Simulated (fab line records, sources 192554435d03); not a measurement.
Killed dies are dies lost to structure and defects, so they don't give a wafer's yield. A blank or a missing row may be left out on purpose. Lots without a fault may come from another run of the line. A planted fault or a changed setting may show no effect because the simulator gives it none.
Split-lot experiment | flow n5_finfet | 7 lots, 21 wafers read, on a route of 1938 steps

THE SPLIT
At N5_BEOL_M4_DESCUM_16 (chemistry O2, time 7 s), the setting time_s was moved away from the recipe's 7 s on 10 of the 21 wafers read, by -18.5% to +18.1%. The other wafers ran this setting at the recipe's value.

FROM THE SPLIT TO THE READING: what the file shows between them, 1 step
- N5_BEOL_M4_ETCH_74: etches underlayer in N2/H2, target depth 6.5 nm, time 5.2 s

THE READING
CAR-EUV_of_BEOL_M4_COAT_05.thk_nm (the simulator's own value, which no gauge read), in nm, at N5_BEOL_M4_ETCH_63 (etches SiARC in CF4, target depth 15.6 nm, time 26 s). The file gives no usual value for it. The 11 wafers here that ran the recipe average 11.2 nm, standard deviation 0.21 nm.

wafer  | tool, chamber at the split | time_s as run, s | against the recipe | CAR-EUV_of_BEOL_M4_COAT_05.thk_nm, nm | against lot-mates on the recipe
L074.3 | rie_diel-06, 3             | 6.068            | -13.3%             | 11.4                                  | +0.6
L074.4 | rie_diel-06, 3             | 6.068            | -13.3%             | 11.2                                  | +0.4
L074.6 | rie_diel-06, 2             | 7                | recipe             | 10.8                                  | -
L077.1 | rie_diel-02, 2             | 6.55             | -6.4%              | 11.2                                  | +0.4
L077.4 | rie_diel-02, 0             | 7                | recipe             | 10.8                                  | -
L077.5 | rie_diel-02, 0             | 6.55             | -6.4%              | 11.2                                  | +0.4
L080.1 | rie_diel-04, 1,1,2         | 7                | recipe             | 11                                    | -
L080.4 | rie_diel-04, 1,1,2         | 7                | recipe             | 11.2                                  | -
L080.5 | rie_diel-04, 1,1,2         | 7                | recipe             | 11.4                                  | -
L081.1 | rie_diel-04, 3,1           | 7.47             | +6.7%              | 11                                    | no lot-mate on the recipe
L081.3 | rie_diel-04, 2             | 7.47             | +6.7%              | 11                                    | no lot-mate on the recipe
L081.2 | rie_diel-04, 3,1           | 7.47             | +6.7%              | 11                                    | no lot-mate on the recipe
L085.1 | rie_diel-02, 1,0           | 7                | recipe             | 11.4                                  | -
L085.4 | rie_diel-02, 3             | 5.702            | -18.5%             | 11.8                                  | +0.5
L085.6 | rie_diel-02, 1,0           | 7                | recipe             | 11.2                                  | -
L093.2 | rie_diel-02, 0,2           | 7                | recipe             | 11.2                                  | -
L093.4 | rie_diel-02, 0,2           | 7                | recipe             | 11.2                                  | -
L093.5 | rie_diel-02, 1             | 7                | recipe             | 11.2                                  | -
L097.1 | rie_diel-02, 3             | 7                | recipe             | 11.4                                  | -
L097.2 | rie_diel-02, 2,0           | 8.27             | +18.1%             | 10.6                                  | -0.8
L097.6 | rie_diel-02, 2,0           | 8.27             | +18.1%             | 10.8                                  | -0.6
Where a row lists several chambers, the file gives one row for several wafers and doesn't say which wafer went through which chamber.

THE FIT
A straight line over all 21 wafers: CAR-EUV_of_BEOL_M4_COAT_05.thk_nm changes by -0.0229 nm for each +1% of time_s; r = -0.75; the points scatter about the line by 0.18 nm.
The same after taking each lot's own level away (the mean of its wafers on the recipe; 18 wafers): -0.0368 nm for each +1%; r = -0.95; scatter 0.12 nm.
On that fit, the largest move of time_s shifts the reading by 0.68 nm.
The lots' own levels span 10.80 to 11.40 nm, that is 2.9 times the standard deviation above.
So the lot-to-lot level blurs the effect unless lot-mates are compared.
Check: with one of the wafers moved furthest among these (-18.5%) left out of the fit, the line predicts +0.757 nm for it against its lot-mates. It came out at +0.5 nm against them.

THE WHOLE CHAIN: every reading that the file lists as answering this split, in the file's order
step                 | what it does                                                | reading                                                                            | change (the file's fit)                | r (the file's)
N5_BEOL_M4_DESCUM_16 | chemistry O2, time 7 s                                      | CAR-EUV_of_BEOL_M4_COAT_05.thk_nm (the simulator's own value, which no gauge read) | -0.0369 nm for each +1% of the setting | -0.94
N5_BEOL_M4_ETCH_74   | etches underlayer in N2/H2, target depth 6.5 nm, time 5.2 s | CAR-EUV_of_BEOL_M4_COAT_05.thk_nm (the simulator's own value, which no gauge read) | -0.0315 nm for each +1% of the setting | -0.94
N5_BEOL_M4_ETCH_63   | etches SiARC in CF4, target depth 15.6 nm, time 26 s        | CAR-EUV_of_BEOL_M4_COAT_05.thk_nm (the simulator's own value, which no gauge read) | -0.035 nm for each +1% of the setting  | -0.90

THE FILE'S OWN FIT
CAR-EUV_of_BEOL_M4_COAT_05.thk_nm changes by -0.035 nm for each +1% of time_s, r = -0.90.
